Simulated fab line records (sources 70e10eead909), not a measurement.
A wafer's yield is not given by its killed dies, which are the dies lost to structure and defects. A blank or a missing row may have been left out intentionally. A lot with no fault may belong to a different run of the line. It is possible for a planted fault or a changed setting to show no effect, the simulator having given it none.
Matching of chambers || flow nand_harc || NHARC_P_BONDPAD_ETCH_12 on rie_diel-13 has 4 sister chambers
The step etches the open film in CHF3/O2, target depth 200 nm, time 100 s. 14 wafers are shown with their chamber, then 7 later ones without.

== WAFERS PAIRED WITH THEIR CHAMBERS ==
{"wafer": "L628.2", "chamber": 2, "drypump_motor_current_A (A)": 6.10, "rf_vpp_V (V)": 370.1, "rf_fwd_power_W (W)": 492.2}
{"wafer": "L628.3", "chamber": 3, "drypump_motor_current_A (A)": 5.41, "rf_vpp_V (V)": 368.3, "rf_fwd_power_W (W)": 493.0}
{"wafer": "L628.5", "chamber": 1, "drypump_motor_current_A (A)": 5.66, "rf_vpp_V (V)": 370.8, "rf_fwd_power_W (W)": 498.6}
{"wafer": "L631.1", "chamber": 0, "drypump_motor_current_A (A)": 5.87, "rf_vpp_V (V)": 367.6, "rf_fwd_power_W (W)": 496.1}
{"wafer": "L631.5", "chamber": 1, "drypump_motor_current_A (A)": 5.66, "rf_vpp_V (V)": 373.4, "rf_fwd_power_W (W)": 497.8}
{"wafer": "L631.6", "chamber": 2, "drypump_motor_current_A (A)": 6.12, "rf_vpp_V (V)": 369.9, "rf_fwd_power_W (W)": 495.1}
{"wafer": "L634.2", "chamber": 2, "drypump_motor_current_A (A)": 6.13, "rf_vpp_V (V)": 369.9, "rf_fwd_power_W (W)": 492.7}
{"wafer": "L634.4", "chamber": 1, "drypump_motor_current_A (A)": 5.65, "rf_vpp_V (V)": 373.4, "rf_fwd_power_W (W)": 498.7}
{"wafer": "L634.5", "chamber": 1, "drypump_motor_current_A (A)": 5.67, "rf_vpp_V (V)": 374.6, "rf_fwd_power_W (W)": 497.7}
{"wafer": "L633.1", "chamber": 2, "drypump_motor_current_A (A)": 6.12, "rf_vpp_V (V)": 369.1, "rf_fwd_power_W (W)": 493.7}
{"wafer": "L633.3", "chamber": 1, "drypump_motor_current_A (A)": 5.65, "rf_vpp_V (V)": 372.0, "rf_fwd_power_W (W)": 497.5}
{"wafer": "L633.5", "chamber": 2, "drypump_motor_current_A (A)": 6.14, "rf_vpp_V (V)": 369.9, "rf_fwd_power_W (W)": 492.4}
{"wafer": "L645.1", "chamber": 1, "drypump_motor_current_A (A)": 5.66, "rf_vpp_V (V)": 372.9, "rf_fwd_power_W (W)": 496.9}
{"wafer": "L645.5", "chamber": 3, "drypump_motor_current_A (A)": 5.41, "rf_vpp_V (V)": 368.5, "rf_fwd_power_W (W)": 496.1}

SIGNATURES (means of the wafers above)
{"reading": "drypump_motor_current_A", "chamber 0": 5.8700, "chamber 1": 5.6583, "chamber 2": 6.1220, "chamber 3": 5.4100, "scatter within a chamber": 0.0108}
{"reading": "rf_vpp_V", "chamber 0": 367.600, "chamber 1": 372.850, "chamber 2": 369.780, "chamber 3": 368.400, "scatter within a chamber": 0.96}
{"reading": "rf_fwd_power_W", "chamber 0": 496.100, "chamber 1": 497.867, "chamber 2": 493.220, "chamber 3": 494.550, "scatter within a chamber": 1.14}
Rule: a wafer lies at a distance from a chamber equal to the root of the sum of squares, over the readings, of (its reading less the chamber's mean, divided by the reading's scatter). If the next closest chamber is less than 2 further off than the closest, the wafer can't be placed; otherwise it belongs to the closest. The scatter is the square root of a quotient: the sum, over the shown wafers, of each reading's squared deviation from its chamber's mean, divided by wafers minus chambers.

== WAFERS MISSING THEIR CHAMBER ==
{"wafer": "L645.6", "drypump_motor_current_A (A)": 5.86, "rf_vpp_V (V)": 368.5, "rf_fwd_power_W (W)": 495.5}
{"wafer": "L646.1", "drypump_motor_current_A (A)": 5.40, "rf_vpp_V (V)": 369.4, "rf_fwd_power_W (W)": 495.5}
{"wafer": "L646.5", "drypump_motor_current_A (A)": 5.65, "rf_vpp_V (V)": 372.6, "rf_fwd_power_W (W)": 497.5}
{"wafer": "L646.6", "drypump_motor_current_A (A)": 6.13, "rf_vpp_V (V)": 370.3, "rf_fwd_power_W (W)": 491.9}
{"wafer": "L647.1", "drypump_motor_current_A (A)": 5.66, "rf_vpp_V (V)": 373.2, "rf_fwd_power_W (W)": 494.8}
{"wafer": "L647.2", "drypump_motor_current_A (A)": 5.42, "rf_vpp_V (V)": 369.9, "rf_fwd_power_W (W)": 498.3}
{"wafer": "L647.5", "drypump_motor_current_A (A)": 6.12, "rf_vpp_V (V)": 369.9, "rf_fwd_power_W (W)": 493.4}

== THE CHAMBER EACH PASSED THROUGH ==
{"wafer": "L645.6", "from the rows above": 0, "in truth": 0}
{"wafer": "L646.1", "from the rows above": 3, "in truth": 3}
{"wafer": "L646.5", "from the rows above": 1, "in truth": 1}
{"wafer": "L646.6", "from the rows above": 2, "in truth": 2}
{"wafer": "L647.1", "from the rows above": 1, "in truth": 1}
{"wafer": "L647.2", "from the rows above": 3, "in truth": 3}
{"wafer": "L647.5", "from the rows above": 2, "in truth": 2}
Correctly placed: 7 of 7. Left unplaced by these rows: 0. Number placed wrongly: 0.
